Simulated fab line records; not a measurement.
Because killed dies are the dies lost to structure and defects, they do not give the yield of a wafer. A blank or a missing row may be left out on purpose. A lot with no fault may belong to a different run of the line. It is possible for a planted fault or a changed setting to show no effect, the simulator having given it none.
Chamber matching :: flow nand_harc :: ald_hk-03 running NHARC_A_CHANNEL_FILL_D2_ALD_02: 4 sister chambers
The step deposits SiO2, target thk 6 nm, pulse time 10 s, ald cycles 60. 4 wafers are shown with their chamber, then 11 later ones without.

WAFERS, EACH WITH ITS CHAMBER
wafer: L080.5
chamber: 1
heater_power_w (W): 497

wafer: L084.5
chamber: 3
heater_power_w (W): 403

wafer: L084.6
chamber: 2
heater_power_w (W): 459

wafer: L085.3
chamber: 0
heater_power_w (W): 457

WAFERS MISSING THEIR CHAMBER
wafer: L085.5
heater_power_w (W): 443

wafer: L085.6
heater_power_w (W): 503

wafer: L091.2
heater_power_w (W): 465

wafer: L091.3
heater_power_w (W): 458

wafer: L091.6
heater_power_w (W): 458

wafer: L092.1
heater_power_w (W): 502

wafer: L092.5
heater_power_w (W): 497

wafer: L092.6
heater_power_w (W): 461

wafer: L096.1
heater_power_w (W): 403

wafer: L096.3
heater_power_w (W): 504

wafer: L096.4
heater_power_w (W): 447

EACH ONE'S CHAMBER
wafer: L085.5
from the rows above: can't be placed: 0 or 2
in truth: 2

wafer: L085.6
from the rows above: 1
in truth: 1

wafer: L091.2
from the rows above: can't be placed: 2 or 0
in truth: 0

wafer: L091.3
from the rows above: can't be placed: 0 or 2
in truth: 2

wafer: L091.6
from the rows above: can't be placed: 0 or 2
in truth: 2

wafer: L092.1
from the rows above: 1
in truth: 1

wafer: L092.5
from the rows above: 1
in truth: 1

wafer: L092.6
from the rows above: can't be placed: 2 or 0
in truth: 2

wafer: L096.1
from the rows above: 3
in truth: 3

wafer: L096.3
from the rows above: 1
in truth: 1

wafer: L096.4
from the rows above: can't be placed: 0 or 2
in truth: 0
Placed correctly: 5 of 11. Unplaceable from these rows: 6, with the true chamber sitting among the candidates in 6. Placed wrongly: 0.
How it was worked out, from the rows above alone: a wafer's distance from a chamber is the root of the sum, over the readings, of the square of ((its reading less the chamber's mean) divided by the reading's scatter). If the next closest chamber is less than 2 further off than the closest, the wafer can't be placed; otherwise it belongs to the closest. The mean given for a chamber averages the wafers shown for that chamber. The scatter (one wafer shown for each chamber): square how far every hidden wafer sits from the nearest shown wafer, average those squares and take the square root.
